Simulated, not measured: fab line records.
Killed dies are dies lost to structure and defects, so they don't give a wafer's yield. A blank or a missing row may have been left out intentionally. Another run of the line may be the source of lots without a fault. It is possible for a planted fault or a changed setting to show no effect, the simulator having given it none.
fab line records + flow n5Finfet
record
- lots=7
- wafers=39
route steps=1938 shown BEOL_M0_SAQP@636 BEOL_M6@1240 BEOL_M9@1419
startH: hours from the record's opening day to when the first of the lot's shown wafers began + waitH: hours elapsed since this lot's preceding step + " as in the row above + L1.1+2: one row covering several wafers at once + - no value, or no start given + * or withheld: withheld + < > ~ a bound
route shown NAME@n: names a module that has steps shown in the file, with the first one's number in the route + usual: mean/standard deviation taken from wafers without a fault + same: alike in all rows + chamber/n: place in a boat + sites: the reading at each site + _std_site: the values' standard deviation + _edge_site: the outer-site mean with the inner-site mean subtracted + radiusMm: for every site, how far away it sits from the centre of the wafer + mask NAME#n: copy n + behind: the last tool/chamber to shape the wafer + hold: cause of the lot's hold/its duration in hours/its outcome + device: transistor that didn't switch, given as n, p or np + end of line: at the end of the route, the tests of the same wafers + step lacking rows: just its recipe + killed: dies lost to structure and defects at the first sort, not the wafer's yield + map: dies across one wafer; x = killed, . = not, _ = none there
set.NAME: the setting that was run; set.NAME@STEP: the one run at that earlier step + model.NAME: the simulator's own value behind a step, which no gauge read
one table per step and one row per wafer, for lots whose settings were changed on purpose
## steps
# step N5_BEOL_M0_SAQP_PECVD_96
# recipe
- material=a-Si
- targetThkA=450
- tempC=350
- precursor=SiH4/He
- pressureTorr=3
- rfW=100
- timeS=45.2
| lot.wafer | tool     | chamber | startH | waitH | set.timeS | model.a-Si_of_BEOL_M0_SAQP_PECVD_96.thkNm |
|-----------|----------|---------|--------|-------|-----------|-------------------------------------------|
| L076.1    | pecvd-03 | 0       | 119.75 | 0.0   | 58.07     | 57.2                                      |
| L076.2    | "        | 1       | "      | "     | 45.2      | 43.8                                      |
| L076.3    | "        | 2       | "      | "     | 58.07     | 57                                        |
| L076.4    | "        | 0       | "      | "     | 58.07     | 58.4                                      |
| L076.5+6  | "        | 1,2     | "      | "     | 45.2      | 44.8                                      |
| L078.1    | pecvd-03 | 2       | 132.77 | 0.0   | 45.2      | 45                                        |
| L078.2    | "        | 0       | "      | "     | 45.2      | 45.4                                      |
| L078.5    | "        | 2       | "      | "     | 45.2      | 45.2                                      |
| L079.1    | pecvd-01 | 1       | 135.91 | 0.0   | 54.8      | 54.8                                      |
| L079.2    | "        | 0       | "      | "     | 54.8      | 54.2                                      |
| L079.3    | "        | 2       | "      | "     | 45.2      | 44.4                                      |
| L079.4    | "        | 1       | "      | "     | 45.2      | 46.4                                      |
| L079.5    | "        | 0       | "      | "     | 54.8      | 55                                        |
| L079.6    | "        | 2       | "      | "     | 45.2      | 45                                        |
| L084.1    | pecvd-03 | 2       | 164.19 | 0.0   | 45.2      | 44.8                                      |
| L084.2    | "        | 0       | "      | "     | 56.87     | 56.6                                      |
| L084.3    | "        | 1       | "      | "     | 45.2      | 44.2                                      |
| L084.4    | "        | 0       | "      | "     | 45.2      | 45.8                                      |
| L084.5    | "        | 1       | "      | "     | 56.87     | 56.4                                      |
| L084.6    | "        | 2       | "      | "     | 56.87     | 57.4                                      |
| L089.1    | pecvd-02 | 2       | 201.97 | 0.0   | 45.2      | 45.4                                      |
| L089.2    | "        | 1       | "      | "     | 58.46     | 58.2                                      |
| L089.3    | "        | 0       | "      | "     | 58.46     | 58.6                                      |
| L089.4    | "        | 1       | "      | "     | 58.46     | 59.4                                      |
| L089.5+6  | "        | 0,2     | "      | "     | 45.2      | 45.6                                      |
| L091.1+3  | pecvd-01 | 1,0     | 210.24 | 0.0   | 64.4      | 63.6                                      |
| L091.2    | "        | 2       | "      | "     | 45.2      | 44.6                                      |
| L091.4    | "        | 1       | "      | "     | 45.2      | 45.6                                      |
| L091.5    | "        | 0       | "      | "     | 45.2      | 45.2                                      |
| L091.6    | "        | 2       | "      | "     | 64.4      | 64.4                                      |
| L095.1    | pecvd-01 | 2       | 231.79 | 0.0   | 25.72     | 25.4                                      |
| L095.2+4  | "        | 1,0     | "      | "     | 45.2      | 44.8                                      |
| L095.3    | "        | 0       | "      | "     | 45.2      | 44.2                                      |
| L095.5    | "        | 1       | "      | "     | 25.72     | 26                                        |
| L095.6    | "        | 2       | "      | "     | 25.72     | 25.8                                      |
# step N5_BEOL_M0_SAQP_PECVD_97
# recipe
- material=SiNx
- targetThkA=230
- tempC=350
- precursor=SiH4/NH3/N2
- pressureTorr=1.5
- rfW=300
- timeS=19.9
# step N5_BEOL_M0_SAQP_PECVD_04
# recipe
- material=a-Si
- targetThkA=600
- tempC=350
- precursor=SiH4/He
- pressureTorr=3
- rfW=100
- timeS=60.2
# step N5_BEOL_M0_SAQP_ETCH_101
# recipe
- chemistry=CH3F/O2
- target=SiNx
- maskMaterial=SiO2
- targetDepthA=299
- timeS=42.7
- pressureMtorr=30
- sourceW=395
- biasW=73
- Ar_flow_sccm=150
- CH3F_flow_sccm=30
- O2_flow_sccm=20
- ionEnergyEv=120
# step N5_BEOL_M0_SAQP_ETCH_102
# recipe
- chemistry=CF4
- target=SiO2
- targetDepthA=40
- ionEnergyEv=350
- timeS=4.4
- pressureMtorr=10
- icpW=800
- biasW=400
- cf4FlowSccm=80
# step N5_BEOL_M0_SAQP_MANDREL_ETCH_103
# recipe
- chemistry=HBr/Cl2
- target=a-Si
- targetDepthA=450
- btTimeS=10
- stopOn=SiCN
- maskMaterial=SiO2
- overEtchFrac=0.8
- timeS=27
- pressureMtorr=10
- icpW=800
- biasW=75
- HBr_flow_sccm=150
- Cl2_flow_sccm=80
- ends=endPoint
# usual
- oesProductAu=0.682/0.014
| lot.wafer | tool     | chamber | startH | waitH | set.timeS@BEOL_M0_SAQP_PECVD_96 | oesProductAu | model.etch.depthNm |
|-----------|----------|---------|--------|-------|---------------------------------|--------------|--------------------|
| L076.1    | rieSi-02 | 3       | 124.25 | 0.0   | 58.07                           | 0.792        | 57.25              |
| L076.2    | "        | 1       | "      | "     | 45.2                            | 0.689        | 43.86              |
| L076.3    | "        | 0       | "      | "     | 58.07                           | 0.779        | 57                 |
| L076.4    | "        | 2       | "      | "     | 58.07                           | 0.809        | 58.41              |
| L076.5    | "        | 2       | "      | "     | 45.2                            | 0.686        | 44.75              |
| L076.6    | "        | 1       | "      | "     | 45.2                            | 0.701        | 44.71              |
| L078.1    | rieSi-04 | 3       | 135.50 | 0.0   | 45.2                            | 0.692        | 45.01              |
| L078.2    | "        | 0       | "      | "     | 45.2                            | 0.663        | 45.46              |
| L078.5    | "        | 0       | "      | "     | 45.2                            | 0.653        | 45.23              |
| L079.1    | rieSi-01 | 3       | 138.60 | 0.0   | 54.8                            | 0.779        | 54.78              |
| L079.2    | "        | 0       | "      | "     | 54.8                            | 0.761        | 54.22              |
| L079.3    | "        | 2       | "      | "     | 45.2                            | 0.659        | 44.39              |
| L079.4    | "        | 1       | "      | "     | 45.2                            | 0.703        | 46.34              |
| L079.5    | "        | 3       | "      | "     | 54.8                            | 0.782        | 55                 |
| L079.6    | "        | 2       | "      | "     | 45.2                            | 0.660        | 45.04              |
| L084.1    | rieSi-01 | 1       | 166.69 | 0.0   | 45.2                            | 0.688        | 44.79              |
| L084.2    | "        | 2       | "      | "     | 56.87                           | 0.755        | 56.56              |
| L084.3    | "        | 0       | "      | "     | 45.2                            | 0.664        | 44.21              |
| L084.4    | "        | 3       | "      | "     | 45.2                            | 0.694        | 45.78              |
| L084.5    | "        | 2       | "      | "     | 56.87                           | 0.766        | 56.46              |
| L084.6    | "        | 3       | "      | "     | 56.87                           | 0.811        | 57.44              |
| L089.1    | rieSi-02 | 1       | 204.55 | 0.0   | 45.2                            | 0.699        | 45.46              |
| L089.2    | "        | 2       | "      | "     | 58.46                           | 0.804        | 58.27              |
| L089.3    | "        | 3       | "      | "     | 58.46                           | 0.807        | 58.64              |
| L089.4    | "        | 0       | "      | "     | 58.46                           | 0.808        | 59.4               |
| L089.5    | "        | 3       | "      | "     | 45.2                            | 0.690        | 45.68              |
| L089.6    | "        | 0       | "      | "     | 45.2                            | 0.690        | 45.7               |
| L091.1    | rieSi-01 | 3       | 212.78 | 0.0   | 64.4                            | 0.867        | 63.63              |
| L091.2    | "        | 1       | "      | "     | 45.2                            | 0.686        | 44.57              |
| L091.3    | "        | 2       | "      | "     | 64.4                            | 0.823        | 63.56              |
| L091.4    | "        | 0       | "      | "     | 45.2                            | 0.682        | 45.58              |
| L091.5    | "        | 0       | "      | "     | 45.2                            | 0.676        | 45.16              |
| L091.6    | "        | 1       | "      | "     | 64.4                            | 0.859        | 64.34              |
| L095.1    | rieSi-04 | 2       | 234.90 | 0.0   | 25.72                           | 0.508        | 25.32              |
| L095.2    | "        | 3       | "      | "     | 45.2                            | 0.687        | 44.71              |
| L095.3    | "        | 1       | "      | "     | 45.2                            | 0.662        | 44.18              |
| L095.4    | "        | 0       | "      | "     | 45.2                            | 0.654        | 44.74              |
| L095.5    | "        | 1       | "      | "     | 25.72                           | 0.506        | 25.97              |
| L095.6    | "        | 2       | "      | "     | 25.72                           | 0.520        | 25.75              |
# step N5_BEOL_M6_ETCH_41
# recipe
- chemistry=CH3F/O2
- target=SiCN
- targetDepthA=297
- taperDeg=2
- timeS=52
- ionEnergyEv=120
- maskMaterial=TiN
- pressureMtorr=30
- sourceW=395
- biasW=75
- Ar_flow_sccm=150
- CH3F_flow_sccm=30
- O2_flow_sccm=20
| lot.wafer | tool       | chamber | startH | waitH | set.timeS | model.etch.depthNm |
|-----------|------------|---------|--------|-------|-----------|--------------------|
| L076.1    | rieDiel-03 | 3       | -      | -     | 26.21     | 10.16              |
| L076.2    | "          | 1       | "      | "     | 52        | 19.94              |
| L076.3    | "          | 2       | "      | "     | 26.21     | 9.657              |
| L076.4    | "          | 0       | "      | "     | 52        | 19.6               |
| L076.5    | "          | 3       | "      | "     | 26.21     | 10.18              |
| L076.6    | "          | 0       | "      | "     | 52        | 19.43              |
| L079.1    | rieDiel-03 | 1       | -      | -     | 52        | 20.01              |
| L079.2    | "          | 3       | "      | "     | 52        | 20.06              |
| L079.3    | "          | 2       | "      | "     | 23.33     | 8.604              |
| L079.4    | "          | 0       | "      | "     | 23.33     | 8.671              |
| L079.5    | "          | 1       | "      | "     | 23.33     | 8.955              |
| L079.6    | "          | 2       | "      | "     | 52        | 19.11              |
| L078.1    | rieDiel-04 | 0       | -      | -     | 52        | 20.14              |
| L078.2    | "          | 2       | "      | "     | 52        | 20.27              |
| L078.5    | "          | 2       | "      | "     | 52        | 19.95              |
| L084.1+6  | rieDiel-05 | 0       | -      | -     | 52        | 19.92              |
| L084.2    | "          | 3       | "      | "     | 52        | 19.35              |
| L084.3    | "          | 2       | "      | "     | 52        | 20.09              |
| L084.4    | "          | 1       | "      | "     | 52        | 19.77              |
| L084.5    | "          | 3       | "      | "     | 52        | 19.33              |
| L091.1    | rieDiel-03 | 3       | -      | -     | 67.4      | 26.07              |
| L091.2    | "          | 1       | "      | "     | 52        | 19.86              |
| L091.3    | "          | 0       | "      | "     | 52        | 19.26              |
| L091.4    | "          | 2       | "      | "     | 52        | 18.98              |
| L091.5    | "          | 0       | "      | "     | 67.4      | 24.7               |
| L091.6    | "          | 1       | "      | "     | 67.4      | 25.75              |
| L089.1+3  | rieDiel-04 | 2,3     | -      | -     | 52        | 19.93              |
| L089.2    | "          | 0       | "      | "     | 39.08     | 14.98              |
| L089.4    | "          | 1       | "      | "     | 52        | 20                 |
| L089.5    | "          | 0       | "      | "     | 39.08     | 14.91              |
| L089.6    | "          | 3       | "      | "     | 39.08     | 15.03              |
| L095.1    | rieDiel-05 | 0       | -      | -     | 52        | 20.4               |
| L095.2    | "          | 1       | "      | "     | 52        | 19.92              |
| L095.3+5  | "          | 3       | "      | "     | 52        | 19.66              |
| L095.4    | "          | 2       | "      | "     | 52        | 20.42              |
| L095.6    | "          | 2       | "      | "     | 52        | 20.45              |
# step N5_BEOL_M9_ETCH_62
# recipe
- chemistry=N2/H2
- target=SOC
- targetDepthA=1100
- overetchA=220
- maskMaterial=SiARC
- tempC=40
- timeS=165
- ionEnergyEv=200
- pressureMtorr=30
- sourceW=840
- biasW=150
- n2FlowSccm=200
- h2FlowSccm=200
| lot.wafer  | tool       | chamber | startH | waitH | set.timeS | model.SiARC_of_BEOL_M9_COAT_60.thkNm |
|------------|------------|---------|--------|-------|-----------|--------------------------------------|
| L076.1+2+5 | rieDiel-01 | 3,0,0   | 251.03 | 0.0   | 165       | 23.6                                 |
| L076.3+6   | "          | 1,3     | "      | "     | 190.7     | 22.8                                 |
| L076.4     | "          | 2       | "      | "     | 190.7     | 22.4                                 |
| L079.1+4+5 | rieDiel-02 | 2,2,0   | 257.04 | 0.0   | 165       | 23.8                                 |
| L079.2     | "          | 0       | "      | "     | 165       | 23.6                                 |
| L079.3     | "          | 1       | "      | "     | 165       | 23.4                                 |
| L079.6     | "          | 1       | "      | "     | 165       | 23.2                                 |
| L078.1     | rieDiel-06 | 1       | 271.20 | 0.0   | 165       | 23.8                                 |
| L078.2     | "          | 0       | "      | "     | 165       | 23.6                                 |
| L078.5     | "          | 3       | "      | "     | 165       | 23.2                                 |
| L084.1+2   | rieDiel-06 | 0,1     | 285.29 | 0.0   | 250.2     | 20.4                                 |
| L084.3     | "          | 2       | "      | "     | 165       | 23.8                                 |
| L084.4     | "          | 3       | "      | "     | 165       | 23.2                                 |
| L084.5     | "          | 2       | "      | "     | 165       | 23.6                                 |
| L084.6     | "          | 3       | "      | "     | 250.2     | 19.8                                 |
| L091.1     | rieDiel-02 | 1       | 330.05 | 0.0   | 96.51     | 26                                   |
| L091.2+3   | "          | 3,0     | "      | "     | 96.51     | 26.2                                 |
| L091.4     | "          | 2       | "      | "     | 165       | 23.8                                 |
| L091.5     | "          | 3       | "      | "     | 165       | 23.4                                 |
| L091.6     | "          | 0       | "      | "     | 165       | 23.6                                 |
| L089.1     | rieDiel-01 | 3       | 330.26 | 0.0   | 165       | 23.6                                 |
| L089.2+3   | "          | 2,0     | "      | "     | 136.9     | 24.6                                 |
| L089.4+6   | "          | 1       | "      | "     | 165       | 23.8                                 |
| L089.5     | "          | 0       | "      | "     | 136.9     | 24.8                                 |
| L095.1     | rieDiel-02 | 1       | 365.68 | 0.0   | 165       | 23.2                                 |
| L095.2     | "          | 2       | "      | "     | 165       | 23.8                                 |
| L095.3+5   | "          | 3,1     | "      | "     | 165       | 23                                   |
| L095.4+6   | "          | 0       | "      | "     | 165       | 23.6                                 |
# step N5_BEOL_M9_STRIP_68
# recipe
- chemistry=N2/H2
- tempC=40
- n2FlowSccm=200
- h2FlowSccm=200
- rfFrequencyHz=6e+07
# step N5_BEOL_M9_STRIP_67
# recipe
- chemistry=CF4
- resist=SiARC
- powerW=300
- biasPowerW=75
- pressureMtorr=50
- cf4FlowSccm=150
- rfFrequencyHz=6e+07
# step N5_BEOL_M9_HM_OPEN_17
# recipe
- chemistry=Cl2/BCl3
- targetDepthA=200
- overetchA=60
- target=TiN
- maskMaterial=SOC
- ionEnergyEv=150
- pressureMtorr=10
- icpW=1000
- biasW=126
- Cl2_flow_sccm=53.25
- bcl3FlowSccm=21.75
- Ar_flow_sccm=25
| lot.wafer | tool        | chamber | startH | waitH | set.timeS@BEOL_M9_ETCH_62 | model.etch.depthNm |
|-----------|-------------|---------|--------|-------|---------------------------|--------------------|
| L076.1    | rieMetal-01 | 0       | 251.22 | 0.0   | 165                       | 19.85              |
| L076.2    | "           | 1       | "      | "     | 165                       | 19.89              |
| L076.3    | "           | 0       | "      | "     | 190.7                     | 17.61              |
| L076.4    | "           | 1       | "      | "     | 190.7                     | 17.34              |
| L076.5    | "           | 1       | "      | "     | 165                       | 20                 |
| L076.6    | "           | 0       | "      | "     | 190.7                     | 17.55              |
| L079.1    | rieMetal-01 | 0       | 257.23 | 0.0   | 165                       | 20.01              |
| L079.2    | "           | 1       | "      | "     | 165                       | 19.56              |
| L079.3    | "           | 1       | "      | "     | 165                       | 19.88              |
| L079.4+5  | "           | 0,1     | "      | "     | 165                       | 19.93              |
| L079.6    | "           | 0       | "      | "     | 165                       | 20.11              |
| L078.1    | rieMetal-03 | 1       | 271.38 | 0.0   | 165                       | 19.94              |
| L078.2    | "           | 0       | "      | "     | 165                       | 19.74              |
| L078.5    | "           | 0       | "      | "     | 165                       | 19.79              |
| L084.1    | rieMetal-01 | 0       | 285.47 | 0.0   | 250.2                     | 12.26              |
| L084.2    | "           | 1       | "      | "     | 250.2                     | 11.88              |
| L084.3    | "           | 1       | "      | "     | 165                       | 20.31              |
| L084.4    | "           | 0       | "      | "     | 165                       | 19.82              |
| L084.5    | "           | 0       | "      | "     | 165                       | 20.2               |
| L084.6    | "           | 1       | "      | "     | 250.2                     | 11.76              |
| L091.1    | rieMetal-01 | 0       | 330.23 | 0.0   | 96.51                     | 19.81              |
| L091.2    | "           | 1       | "      | "     | 96.51                     | 19.93              |
| L091.3    | "           | 1       | "      | "     | 96.51                     | 19.74              |
| L091.4    | "           | 0       | "      | "     | 165                       | 19.99              |
| L091.5    | "           | 0       | "      | "     | 165                       | 19.78              |
| L091.6    | "           | 1       | "      | "     | 165                       | 20.07              |
| L089.1    | rieMetal-01 | 1       | 330.45 | 0.0   | 165                       | 20.4               |
| L089.2    | "           | 0       | "      | "     | 136.9                     | 20.42              |
| L089.3    | "           | 1       | "      | "     | 136.9                     | 20.07              |
| L089.4    | "           | 0       | "      | "     | 165                       | 20.16              |
| L089.5    | "           | 1       | "      | "     | 136.9                     | 20.3               |
| L089.6    | "           | 0       | "      | "     | 165                       | 20.57              |
| L095.1    | rieMetal-03 | 1       | 365.88 | 0.0   | 165                       | 20.22              |
| L095.2    | "           | 0       | "      | "     | 165                       | 20.15              |
| L095.3    | "           | 1       | "      | "     | 165                       | 19.88              |
| L095.4    | "           | 0       | "      | "     | 165                       | 20.11              |
| L095.5    | "           | 0       | "      | "     | 165                       | 20.04              |
| L095.6    | "           | 1       | "      | "     | 165                       | 20.06              |
# step N5_BEOL_M9_VIA_ETCH_34
# recipe
- chemistry=C4F6/O2
- target=SiCOH_lowk
- targetDepthA=1824
- maskMaterial=SOC
- taperDeg=4
- timeS=68.4
- ionEnergyEv=250
- pressureMtorr=30
- sourceW=345
- biasW=185
- Ar_flow_sccm=300
- C4F6_flow_sccm=10
- O2_flow_sccm=10
| lot.wafer | tool       | chamber | startH | waitH | set.targetDepthA | model.etch.depthNm | model.SOC_of_BEOL_M9_COAT_63.thkNm |
|-----------|------------|---------|--------|-------|------------------|--------------------|------------------------------------|
| L076.1    | rieDiel-06 | 0       | 253.41 | 0.0   | 1824             | 177.9              | 50.8                               |
| L076.2    | "          | 2       | "      | "     | 1015             | 99.36              | 55.2                               |
| L076.3    | "          | 1       | "      | "     | 1015             | 99.74              | 55.2                               |
| L076.4    | "          | 3       | "      | "     | 1015             | 105                | 54.8                               |
| L076.5    | "          | 1       | "      | "     | 1824             | 181.4              | 50.8                               |
| L076.6    | "          | 2       | "      | "     | 1824             | 178.6              | 51.2                               |
| L079.1    | rieDiel-01 | 0       | 259.77 | 0.0   | 1824             | 183.8              | 51                                 |
| L079.2    | "          | 2       | "      | "     | 1824             | 185                | 50.6                               |
| L079.3    | "          | 1       | "      | "     | 1824             | 178.8              | 51                                 |
| L079.4    | "          | 3       | "      | "     | 1824             | 180.8              | 51.2                               |
| L079.5    | "          | 1       | "      | "     | 1824             | 179.4              | 51                                 |
| L079.6    | "          | 0       | "      | "     | 1824             | 184.9              | 51                                 |
| L078.1    | rieDiel-06 | 1       | 272.35 | 0.0   | 1824             | 180                | 51                                 |
| L078.2    | "          | 2       | "      | "     | 1824             | 177.3              | 51.2                               |
| L078.5    | "          | 0       | "      | "     | 1824             | 178.7              | 50.8                               |
| L084.1    | rieDiel-02 | 3       | 290.26 | 0.0   | 1824             | 183.7              | 50.8                               |
| L084.2    | "          | 2       | "      | "     | 1824             | 181.1              | 51                                 |
| L084.3    | "          | 1       | "      | "     | 1824             | 184                | 50.6                               |
| L084.4    | "          | 0       | "      | "     | 1824             | 177                | 51.2                               |
| L084.5    | "          | 3       | "      | "     | 1824             | 185.4              | 50.8                               |
| L084.6    | "          | 0       | "      | "     | 1824             | 178.1              | 51                                 |
| L091.1    | rieDiel-06 | 2       | 331.38 | 0.0   | 1824             | 176.6              | 51.6                               |
| L091.2    | "          | 0       | "      | "     | 2850             | 280.4              | 45.8                               |
| L091.3    | "          | 1       | "      | "     | 1824             | 188.9              | 50.6                               |
| L091.4    | "          | 3       | "      | "     | 2850             | 290.4              | 45.8                               |
| L091.5    | "          | 2       | "      | "     | 1824             | 177.9              | 51.6                               |
| L091.6    | "          | 1       | "      | "     | 2850             | 294.2              | 45.2                               |
| L089.1    | rieDiel-02 | 2       | 331.55 | 0.0   | 1148             | 112.6              | 54.4                               |
| L089.2    | "          | 0       | "      | "     | 1824             | 177.4              | 51.2                               |
| L089.3    | "          | 3       | "      | "     | 1148             | 115.9              | 54.2                               |
| L089.4    | "          | 1       | "      | "     | 1824             | 184.3              | 50.8                               |
| L089.5    | "          | 0       | "      | "     | 1148             | 112.4              | 54.4                               |
| L089.6    | "          | 3       | "      | "     | 1824             | 186.3              | 51                                 |
| L095.1    | rieDiel-06 | 3       | 367.43 | 0.0   | 905.7            | 93                 | 55.8                               |
| L095.2    | "          | 1       | "      | "     | 905.7            | 92.75              | 55.6                               |
| L095.3    | "          | 2       | "      | "     | 1824             | 178.1              | 51.6                               |
| L095.4    | "          | 0       | "      | "     | 1824             | 177.7              | 51.2                               |
| L095.5    | "          | 2       | "      | "     | 905.7            | 88.7               | 55.8                               |
| L095.6    | "          | 3       | "      | "     | 1824             | 188.6              | 51                                 |
## key
split
- step=N5_BEOL_M0_SAQP_PECVD_96
- setting=timeS
- stated=45.2
- by=wafer
response
- step=N5_BEOL_M0_SAQP_PECVD_96
- reading=model.a-Si_of_BEOL_M0_SAQP_PECVD_96.thkNm
- change=+0.446
- per=1%
- r=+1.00
response
- step=N5_BEOL_M0_SAQP_MANDREL_ETCH_103
- reading=oesProductAu
- change=+0.00382
- per=1%
- r=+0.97
response
- step=N5_BEOL_M0_SAQP_MANDREL_ETCH_103
- reading=model.etch.depthNm
- change=+0.446
- per=1%
- r=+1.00
split
- step=N5_BEOL_M6_ETCH_41
- setting=timeS
- stated=52
- by=wafer
response
- step=N5_BEOL_M6_ETCH_41
- reading=model.etch.depthNm
- change=+0.199
- per=1%
- r=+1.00
split
- step=N5_BEOL_M9_ETCH_62
- setting=timeS
- stated=165
- by=wafer
response
- step=N5_BEOL_M9_ETCH_62
- reading=model.SiARC_of_BEOL_M9_COAT_60.thkNm
- change=-0.0625
- per=1%
- r=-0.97
response
- step=N5_BEOL_M9_HM_OPEN_17
- reading=model.etch.depthNm
- shape=bent
- atLowest=19.82
- atStated=20.01
- atHighest=11.97
split
- step=N5_BEOL_M9_VIA_ETCH_34
- setting=targetDepthA
- stated=1824
- by=wafer
response
- step=N5_BEOL_M9_VIA_ETCH_34
- reading=model.etch.depthNm
- change=+1.83
- per=1%
- r=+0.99
response
- step=N5_BEOL_M9_VIA_ETCH_34
- reading=model.SOC_of_BEOL_M9_COAT_63.thkNm
- change=-0.0941
- per=1%
- r=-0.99
